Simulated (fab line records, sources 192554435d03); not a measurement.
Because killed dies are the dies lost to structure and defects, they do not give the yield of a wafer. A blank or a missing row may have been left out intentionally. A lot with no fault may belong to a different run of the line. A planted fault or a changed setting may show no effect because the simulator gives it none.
fab line records | flow n5Finfet | part 1 of 2: steps 1 to 4 of 6
record lots=24 wafers=72 lastDay=18
route steps=1938 shown ILD0@344 SDB@359 HKMG_FIN@406
lots with no fault: from the same line, run without faults
startH: start of the lot's first displayed wafer, in hours after the record's first day | waitH: time in hours since the lot's previous step | " unchanged from the row above | L1.1+2: a single row standing in for several wafers | - either no value or no given start | * or withheld: withheld | < > ~ a bound
route shown NAME@n: names a module that has steps shown in the file, with the first one's number in the route | usual: average and standard deviation across the fault-free wafers | same: alike in all rows | chamber/n: place in a boat | sites: the reading at each site | _std_site: standard deviation of those values | _edge_site: outer sites' mean less inner sites' | radiusMm: for every site, how far away it sits from the centre of the wafer | mask NAME#n: copy n | behind: tool/chamber where the wafer was last shaped | hold: what put the lot on hold/how long, in hours/how the hold closed | device: which transistor (n, p or np) failed to switch | end of line: the tests these same wafers got at the end of their route | where a step has no rows: the recipe by itself | killed: at the first sort, the dies lost to defects and structure; wafer yield is something else | map: a wafer's dies, x killed, . not, _ none there
set.NAME: the setting that was run; set.NAME@STEP: the one run at that earlier step | model.NAME: the simulator's own value behind a step, which no gauge read
the route's steps for a sample of lots (tables are steps, rows are wafers)
services: the hour from which a tool's chamber was out of use, counted from the record's first day as startH (under 0 if before that day), plus the number of hours and why
## steps
# step N5_ILD0_CMP_12
# recipe stopOn=poly-Si material=SiNx tOverpolishS=6 postCmpClean=alkalineBrush downForcePsi=2.5 platenRpm=51.8 padVelocityMS=1.0307 targetThkNm=17.67
# usual motorCurrentA=9.2/0.78 overpolishRunS=5.999/0.01 padLifeWafers=945/510 timeToEndpointS=29.5/2.6
# columns lot.wafer tool chamber startH waitH motorCurrentA overpolishRunS padLifeWafers timeToEndpointS
L074.3 cmp-04 3 66.48 1.1 9.4 5.994 60 26.4
L074.2 " 0 " " 8.1 5.995 61 29.4
L074.6 " 0 " " 8.7 5.995 - 28.7
L075.3 cmp-01 3 68.61 1.1 10.3 6.002 966 28.8
L075.1 " 2 " " 9.5 6.009 969 24.2
L075.5 " 0 " " 9.5 5.974 - 29.2
L076.2 cmp-04 3 78.91 1.1 8.8 6.000 150 27.7
L076.5 " 3 " " 9.3 5.989 - 27.3
L076.6 " 0 " " 8.6 5.985 - 31.6
L077.2 cmp-04 3 81.10 1.1 9.2 6.008 180 28.7
L077.3 " 2 " " 10.0 5.985 183 29.9
L077.6 " 3 " " 9.9 5.995 - 29.3
L078.2 cmp-01 0 87.50 1.2 10.5 6.010 1135 28.7
L078.3 " 2 " " 9.8 6.009 1137 28.0
L078.6 " 0 " " 10.1 6.001 - 26.7
L079.1 cmp-01 3 94.95 1.2 9.8 6.004 1195 28.4
L079.2 " 1 " " 8.2 5.999 1197 31.4
L079.5 " 3 " " 9.6 5.988 - 28.7
L080.4 cmp-04 1 103.71 1.1 9.0 5.991 396 29.5
L080.1 " 0 " " 8.1 5.992 399 30.7
L080.5 " 1 " " 8.9 5.996 - 28.9
L081.3 cmp-03 0 107.71 1.1 9.0 6.000 1086 30.5
L081.4 " 2 " " 10.2 6.014 1088 28.1
L081.6 " 1 " " 8.1 5.996 - 30.1
L082.2 cmp-03 1 112.94 1.2 7.7 6.012 1129 33.6
L082.4 " 2 " " 11.0 5.988 1130 31.7
L082.1 " 3 " " 9.0 6.015 1131 32.7
L083.1 cmp-01 2 120.15 1.2 10.0 6.011 1411 25.6
L083.3 " 3 " " 9.6 5.980 1412 29.0
L083.5 " 1 " " 8.1 5.999 - 29.4
L084.4 cmp-04 1 122.26 1.1 8.8 5.982 540 30.2
L084.3 " 2 " " 9.3 6.000 541 27.3
L084.6 " 2 " " 9.5 5.999 - 27.8
L085.3 cmp-03 1 129.33 1.2 7.7 5.975 1231 28.8
L085.6 " 0 " " 9.3 5.999 - 30.8
L085.5 " 1 " " 8.2 5.993 - 28.2
L086.3 cmp-01 2 136.74 1.1 9.8 5.999 1536 24.6
L086.1 " 3 " " 9.3 6.001 1537 26.6
L086.4 " 0 " " 10.0 5.982 1538 26.5
L087.4 cmp-04 2 141.56 0.1 9.8 5.999 703 29.2
L087.3 " 0 " " 8.8 6.002 705 30.5
L087.5 " 2 " " 9.5 5.995 - 27.6
L088.1 cmp-04 2 147.80 1.1 9.5 6.004 750 30.3
L088.3 " 3 " " 9.1 5.997 751 32.6
L088.4 " 1 " " 8.6 6.016 753 33.8
L089.4 cmp-04 3 157.20 1.1 9.2 5.999 828 31.0
L089.2 " 2 " " 10.1 5.993 831 30.3
L089.5 " 3 " " 9.1 5.989 - 29.4
L090.3 cmp-01 0 161.80 1.2 9.9 5.986 1759 24.8
L090.1 " 2 " " 9.5 5.992 1761 23.9
L090.5 " 3 " " 9.5 5.986 - 25.0
L091.3 cmp-04 1 167.60 1.2 9.5 6.003 896 30.7
L091.5 " 3 " " 9.5 5.999 - 30.0
L091.6 " 0 " " 8.2 6.007 - 31.3
L093.4 cmp-04 0 180.21 1.2 8.2 5.978 986 33.0
L093.2 " 1 " " 9.0 6.008 987 31.0
L093.6 " 3 " " 9.7 6.017 - 30.1
L092.3 cmp-03 1 186.85 1.1 7.7 5.997 1704 32.5
L092.1 " 3 " " 9.5 5.990 1706 30.7
L092.2 " 0 " " 9.3 5.998 1707 34.5
L094.3 cmp-04 3 190.18 1.1 9.6 5.994 1074 26.7
L094.5 " 3 " " 9.7 6.006 - 26.8
L094.6 " 0 " " 8.4 6.007 - 29.8
L095.1 cmp-03 3 194.04 1.2 9.7 5.998 1765 30.8
L095.3 " 1 " " 7.9 5.980 1767 31.3
L095.6 " 3 " " 9.5 5.990 - 29.9
L096.1 cmp-04 2 198.01 1.2 9.7 5.991 1147 32.8
L096.4 " 3 " " 9.8 5.975 1148 30.9
L096.5 " 2 " " 10.0 6.017 - 31.9
L097.1 cmp-01 1 204.85 1.2 7.9 6.016 37 31.5
L097.3 " 2 " " 9.2 5.997 38 23.5
L097.6 " 1 " " 8.5 6.012 - 31.0
# step N5_ILD0_INSPECT_06
# recipe inspectInstrument=darkfield mode=postCmp
# usual rawDefectCount=35/16
# columns lot.wafer tool chamber startH waitH rawDefectCount
L074.2 defectInspect-02 - 66.80 0.0 28
L074.3 " - " " 60
L074.6 " - " " 41
L075.1 defectInspect-02 - 68.93 0.0 22
L075.3 " - " " 27
L075.5 " - " " 13
L076.2 defectInspect-02 - 79.23 0.0 30
L076.5 " - " " 32
L076.6 " - " " 17
L077.2 defectInspect-02 - 81.42 0.0 27
L077.3 " - " " 38
L077.6 " - " " 16
L078.2 defectInspect-01 - 87.78 0.0 24
L078.3 " - " " 30
L078.6 " - " " 51
L079.1 defectInspect-02 - 95.23 0.0 16
L079.2 " - " " 31
L079.5 " - " " 21
L080.1 defectInspect-02 - 104.03 0.0 33
L080.4 " - " " 72
L080.5 " - " " 43
L081.3 defectInspect-01 - 108.03 0.0 24
L081.4 " - " " 20
L081.6 " - " " 18
L082.1 defectInspect-02 - 113.22 0.0 31
L082.2 " - " " 34
L082.4 " - " " 43
L083.1 defectInspect-02 - 120.44 0.0 23
L083.3 " - " " 12
L083.5 " - " " 7
L084.3 defectInspect-02 - 122.58 0.0 44
L084.4 " - " " 38
L084.6 " - " " 50
L085.3 defectInspect-02 - 129.61 0.0 29
L085.5 " - " " 24
L085.6 " - " " 31
L086.1 defectInspect-01 - 137.06 0.0 48
L086.3 " - " " 40
L086.4 " - " " 23
L087.3 defectInspect-02 - 141.84 0.0 24
L087.4 " - " " 28
L087.5 " - " " 26
L088.1 defectInspect-02 - 148.12 0.0 57
L088.3 " - " " 67
L088.4 " - " " 63
L089.2 defectInspect-02 - 157.52 0.0 58
L089.4 " - " " 38
L089.5 " - " " 28
L090.1 defectInspect-01 - 162.08 0.0 47
L090.3 " - " " 34
L090.5 " - " " 32
L091.3 defectInspect-02 - 167.85 0.0 55
L091.5 " - " " 55
L091.6 " - " " 42
L093.2 defectInspect-02 - 180.46 0.0 14
L093.4 " - " " 29
L093.6 " - " " 30
L092.1 defectInspect-01 - 187.17 0.0 53
L092.2 " - " " 87
L092.3 " - " " 47
L094.3 defectInspect-02 - 190.50 0.0 23
L094.5 " - " " 49
L094.6 " - " " 23
L095.1 defectInspect-01 - 194.32 0.0 45
L095.3 " - " " 36
L095.6 " - " " 48
L096.1 defectInspect-01 - 198.29 0.0 35
L096.4 " - " " 8
L096.5 " - " " 26
L097.1 defectInspect-01 - 205.13 0.0 50
L097.3 " - " " 34
L097.6 " - " " 53
# step N5_SDB_DESCUM_16
# recipe chemistry=O2 timeS=7.9 sourcePowerW=50 biasPowerW=20 pressureMtorr=20 rfFrequencyHz=2.712e+07 tempC=40 resist=CAR-ArF o2FlowSccm=225
# usual drypumpMotorCurrentA=5.8/0.44 oesProductAu=0.82/0.097 rfVppV=243.5/1.4 showerheadPlenumPTorr=2.11/0.075 throttleValvePct=20.30/0.19
# columns lot.wafer tool chamber startH waitH drypumpMotorCurrentA oesProductAu rfHoursCounterH rfVppV showerheadPlenumPTorr throttleValvePct
L074.2 rieDiel-02 3 67.25 0.0 5.7 0.71 236 244.0 2.14 20.34
L074.3 " 2 " " 6.2 0.86 40 244.6 2.22 20.18
L074.6 " 0 " " 5.8 0.75 - 242.1 2.00 20.31
L075.1 rieDiel-04 0 69.52 0.0 5.2 0.69 224 243.9 2.05 20.09
L075.3 " 3 " " 6.5 0.75 160 243.8 2.18 20.48
L075.5 " 2 " " 5.7 0.71 - 242.3 2.05 20.37
L076.2 rieDiel-05 2 79.91 0.1 6.5 0.72 205 244.7 2.16 20.67
L076.5 " 0 " " 5.7 0.68 - 242.4 2.05 20.57
L076.6 " 2 " " 6.5 0.72 - 244.7 2.16 20.65
L077.2 rieDiel-04 2 82.00 0.0 5.8 0.72 208 243.5 2.05 20.38
L077.3 " 3 " " 6.5 0.74 165 244.4 2.18 20.49
L077.6 " 0 " " 5.2 0.68 - 243.3 2.05 20.09
L078.2 rieDiel-05 1 88.54 0.2 5.6 0.91 13 243.7 2.05 20.39
L078.3 " 2 " " 6.5 0.72 209 243.2 2.16 20.67
L078.6 " 1 " " 5.6 0.92 - 242.4 2.05 20.37
L079.1 rieDiel-02 3 95.80 0.0 5.6 0.71 245 243.1 2.14 20.34
L079.2 " 1 " " 5.2 0.90 23 242.6 2.13 20.20
L079.5 " 3 " " 5.7 0.71 - 242.4 2.14 20.36
L080.1 rieDiel-05 3 104.71 0.1 5.2 0.94 10 245.2 2.22 20.21
L080.4 " 2 " " 6.6 0.72 215 245.0 2.16 20.68
L080.5 " 0 " " 5.8 0.98 - 241.7 2.05 20.19
L081.3 rieDiel-05 2 113.45 0.0 6.6 0.71 218 243.4 2.16 20.68
L081.4 " 3 " " 5.2 0.93 12 245.7 2.22 20.21
L081.6 " 3 " " 5.2 0.93 - 245.9 2.22 20.22
L082.1 rieDiel-05 3 113.85 0.1 5.2 0.94 12 244.2 2.22 20.22
L082.2 " 1 " " 5.6 0.89 22 243.8 2.05 20.38
L082.4 " 2 " " 6.5 0.71 218 245.5 2.16 20.68
L083.1 rieDiel-02 1 121.48 0.5 5.3 0.88 33 244.4 2.13 20.23
L083.3 " 0 " " 5.8 0.74 168 242.2 2.00 20.32
L083.5 " 2 " " 6.2 0.83 - 244.6 2.22 20.21
L084.3 rieDiel-02 1 123.03 0.0 5.2 0.89 33 242.2 2.13 20.20
L084.4 " 1 " " 5.2 0.89 - 244.1 2.13 20.24
L084.6 " 0 " " 5.8 0.73 - 242.3 2.00 20.32
L085.3 rieDiel-02 2 130.12 0.1 6.2 0.82 61 245.1 2.22 20.21
L085.5 " 0 " " 5.8 0.73 - 242.9 2.00 20.32
L085.6 " 2 " " 6.2 0.82 - 246.0 2.22 20.23
L086.1 rieDiel-02 0 137.85 0.2 5.8 0.73 175 241.7 2.00 20.33
L086.3 " 1 " " 5.3 0.88 39 243.1 2.13 20.23
L086.4 " 3 " " 5.6 0.98 1 244.2 2.14 19.99
L087.3 rieDiel-05 3 142.47 0.1 5.2 0.91 22 244.4 2.22 20.22
L087.4 " 1 " " 5.6 0.88 33 242.4 2.04 20.42
L087.5 " 2 " " 6.6 0.70 - 244.9 2.15 20.71
L088.1 rieDiel-04 0 148.69 0.0 5.2 0.67 252 242.3 2.05 20.12
L088.3 " 2 " " 5.8 0.70 229 242.7 2.05 20.43
L088.4 " 3 " " 6.5 0.73 187 243.4 2.17 20.55
L089.2 rieDiel-05 0 158.30 0.2 5.8 0.92 19 242.0 2.04 20.22
L089.4 " 2 " " 6.5 0.69 234 244.1 2.15 20.71
L089.5 " 2 " " 6.5 0.70 - 244.0 2.15 20.70
L090.1 rieDiel-05 1 162.75 0.3 5.6 0.87 40 242.9 2.04 20.43
L090.3 " 0 " " 5.7 0.92 21 241.8 2.04 20.23
L090.5 " 2 " " 6.6 0.70 - 243.2 2.15 20.71
L091.3 rieDiel-02 2 168.42 0.0 6.2 0.81 75 245.8 2.21 20.24
L091.5 " 1 " " 5.2 0.85 - 245.2 2.12 20.24
L091.6 " 2 " " 6.2 0.82 - 244.0 2.21 20.22
L093.2 rieDiel-02 0 180.91 0.0 5.8 0.72 191 241.4 1.99 20.36
L093.4 " 1 " " 5.3 0.86 54 244.9 2.12 20.25
L093.6 " 1 " " 5.2 0.86 - 243.9 2.12 20.25
L092.1 rieDiel-02 3 187.62 0.0 5.7 0.92 19 243.3 2.13 20.04
L092.2 " 1 " " 5.3 0.85 57 243.3 2.12 20.26
L092.3 " 2 " " 6.2 0.81 80 245.5 2.21 20.24
L094.3 rieDiel-02 1 190.95 0.0 5.3 0.85 58 245.0 2.12 20.28
L094.5 " 2 " " 6.2 0.81 - 246.1 2.21 20.23
L094.6 " 1 " " 5.3 0.85 - 243.4 2.12 20.25
L095.1 rieDiel-04 3 195.04 0.2 6.5 0.70 208 245.9 2.16 20.59
L095.3 " 2 " " 5.8 0.68 246 243.6 2.04 20.45
L095.6 " 3 " " 6.5 0.71 - 244.6 2.16 20.56
L096.1 rieDiel-04 2 198.74 0.0 5.8 0.68 247 242.9 2.04 20.46
L096.4 " 0 " " 5.2 0.94 3 241.8 2.04 19.77
L096.5 " 0 " " 5.2 0.95 - 243.0 2.04 19.77
L097.1 rieDiel-02 3 206.37 0.7 5.7 0.90 26 244.7 2.13 20.02
L097.3 " 1 " " 5.2 0.84 65 243.1 2.12 20.27
L097.6 " 0 " " 5.8 0.71 - 241.0 1.99 20.39
# step N5_SDB_STRIP_21
# recipe chemistry=CF4 resist=SiARC powerW=300 biasPowerW=75 pressureMtorr=50 cf4FlowSccm=150 rfFrequencyHz=6e+07
# usual drypumpMotorCurrentA=5.8/0.45 oesProductAu=0.81/0.091 rfVppV=271.4/1.5 showerheadPlenumPTorr=1.81/0.061 throttleValvePct=13.49/0.23
# columns lot.wafer tool chamber startH waitH drypumpMotorCurrentA oesProductAu rfHoursCounterH rfVppV showerheadPlenumPTorr throttleValvePct
L074.2 rieDiel-02 3 67.46 0.0 5.7 0.70 236 273.0 1.84 13.65
L074.3 " 2 " " 6.2 0.86 40 274.2 1.89 13.24
L074.6 " 0 " " 5.8 0.75 - 270.6 1.72 13.51
L075.1 rieDiel-04 0 69.73 0.0 5.2 0.68 224 270.4 1.79 13.57
L075.3 " 3 " " 6.5 0.75 160 271.9 1.86 13.59
L075.5 " 2 " " 5.8 0.72 - 270.4 1.78 13.75
L076.2 rieDiel-05 2 80.12 0.0 6.5 0.71 205 272.7 1.86 13.93
L076.5 " 0 " " 5.7 0.67 - 269.9 1.75 13.83
L076.6 " 2 " " 6.5 0.72 - 271.7 1.86 13.93
L077.2 rieDiel-04 2 82.21 0.0 5.7 0.71 208 270.8 1.78 13.77
L077.3 " 3 " " 6.5 0.73 165 271.8 1.86 13.62
L077.6 " 0 " " 5.2 0.67 - 271.1 1.79 13.57
L078.2 rieDiel-05 1 88.74 0.0 5.7 0.91 13 270.8 1.77 13.46
L078.3 " 2 " " 6.5 0.71 209 270.9 1.86 13.94
L078.6 " 1 " " 5.6 0.90 - 270.3 1.77 13.46
L079.1 rieDiel-02 3 96.01 0.0 5.7 0.70 245 270.5 1.84 13.66
L079.2 " 1 " " 5.2 0.90 23 271.8 1.83 13.35
L079.5 " 3 " " 5.7 0.70 - 271.5 1.84 13.66
L080.1 rieDiel-05 3 104.92 0.0 5.2 0.92 10 272.1 1.92 13.41
L080.4 " 2 " " 6.5 0.70 215 272.5 1.85 13.97
L080.5 " 0 " " 5.8 0.96 - 269.7 1.75 13.24
L081.3 rieDiel-05 2 113.66 0.0 6.5 0.71 218 270.8 1.85 13.98
L081.4 " 3 " " 5.2 0.92 12 275.2 1.92 13.41
L081.6 " 3 " " 5.2 0.92 - 273.7 1.92 13.42
L082.1 rieDiel-05 3 114.06 0.0 5.2 0.92 12 272.6 1.92 13.41
L082.2 " 1 " " 5.6 0.87 23 269.4 1.77 13.48
L082.4 " 2 " " 6.5 0.71 218 273.5 1.85 13.97
L083.1 rieDiel-02 1 121.69 0.0 5.2 0.89 33 271.6 1.83 13.38
L083.3 " 0 " " 5.8 0.74 168 269.5 1.72 13.55
L083.5 " 2 " " 6.2 0.83 - 273.1 1.89 13.29
L084.3 rieDiel-02 1 123.24 0.0 5.3 0.88 33 271.6 1.83 13.36
L084.4 " 1 " " 5.3 0.88 - 271.2 1.83 13.38
L084.6 " 0 " " 5.8 0.74 - 268.8 1.72 13.54
L085.3 rieDiel-02 2 130.33 0.0 6.2 0.83 61 272.8 1.88 13.31
L085.5 " 0 " " 5.8 0.74 - 269.3 1.71 13.56
L085.6 " 2 " " 6.2 0.83 - 273.4 1.88 13.30
L086.1 rieDiel-02 0 138.06 0.0 5.8 0.73 175 269.9 1.71 13.56
L086.3 " 1 " " 5.2 0.87 39 272.2 1.82 13.39
L086.4 " 3 " " 5.7 0.95 1 272.3 1.84 13.11
L087.3 rieDiel-05 3 142.68 0.0 5.2 0.90 22 272.5 1.92 13.45
L087.4 " 1 " " 5.6 0.87 33 269.9 1.76 13.49
L087.5 " 2 " " 6.5 0.70 - 273.0 1.85 14.00
L088.1 rieDiel-04 0 148.90 0.0 5.2 0.66 252 270.7 1.79 13.64
L088.3 " 3 " " 6.5 0.72 187 271.1 1.85 13.64
L088.4 " 0 " " 5.2 0.66 - 271.7 1.79 13.62
L089.2 rieDiel-05 0 158.51 0.0 5.8 0.90 19 270.6 1.74 13.26
L089.4 " 2 " " 6.5 0.69 234 273.1 1.85 14.01
L089.5 " 2 " " 6.5 0.69 - 273.4 1.85 14.00
L090.1 rieDiel-05 1 162.96 0.0 5.6 0.85 40 271.0 1.76 13.52
L090.3 " 0 " " 5.7 0.90 21 270.1 1.74 13.27
L090.5 " 2 " " 6.6 0.70 - 271.7 1.85 14.01
L091.3 rieDiel-02 2 168.63 0.0 6.2 0.81 75 274.6 1.88 13.33
L091.5 " 1 " " 5.2 0.86 - 271.5 1.82 13.42
L091.6 " 2 " " 6.2 0.81 - 273.9 1.88 13.32
L093.2 rieDiel-02 0 181.11 0.0 5.8 0.72 191 270.0 1.71 13.60
L093.4 " 1 " " 5.2 0.85 54 271.8 1.82 13.43
L093.6 " 1 " " 5.2 0.85 - 272.0 1.82 13.44
L092.1 rieDiel-02 3 187.82 0.0 5.7 0.90 19 272.0 1.83 13.14
L092.2 " 1 " " 5.2 0.85 57 270.2 1.82 13.44
L092.3 " 2 " " 6.2 0.80 80 273.0 1.88 13.36
L094.3 rieDiel-02 1 191.16 0.0 5.2 0.84 58 270.9 1.82 13.44
L094.5 " 2 " " 6.2 0.81 - 272.3 1.88 13.34
L094.6 " 1 " " 5.2 0.84 - 271.7 1.82 13.44
L095.1 rieDiel-04 3 195.25 0.0 6.5 0.70 208 273.1 1.85 13.70
L095.3 " 2 " " 5.7 0.68 247 270.8 1.77 13.85
L095.6 " 3 " " 6.5 0.71 - 272.7 1.85 13.70
L096.1 rieDiel-04 2 198.95 0.0 5.8 0.68 247 268.8 1.77 13.85
L096.4 " 0 " " 5.2 0.93 3 268.9 1.78 13.08
L096.5 " 0 " " 5.2 0.93 - 269.4 1.78 13.07
L097.1 rieDiel-02 3 206.58 0.0 5.7 0.87 26 272.3 1.83 13.15
L097.3 " 1 " " 5.3 0.84 65 272.2 1.82 13.45
L097.6 " 0 " " 5.8 0.72 - 269.2 1.71 13.61
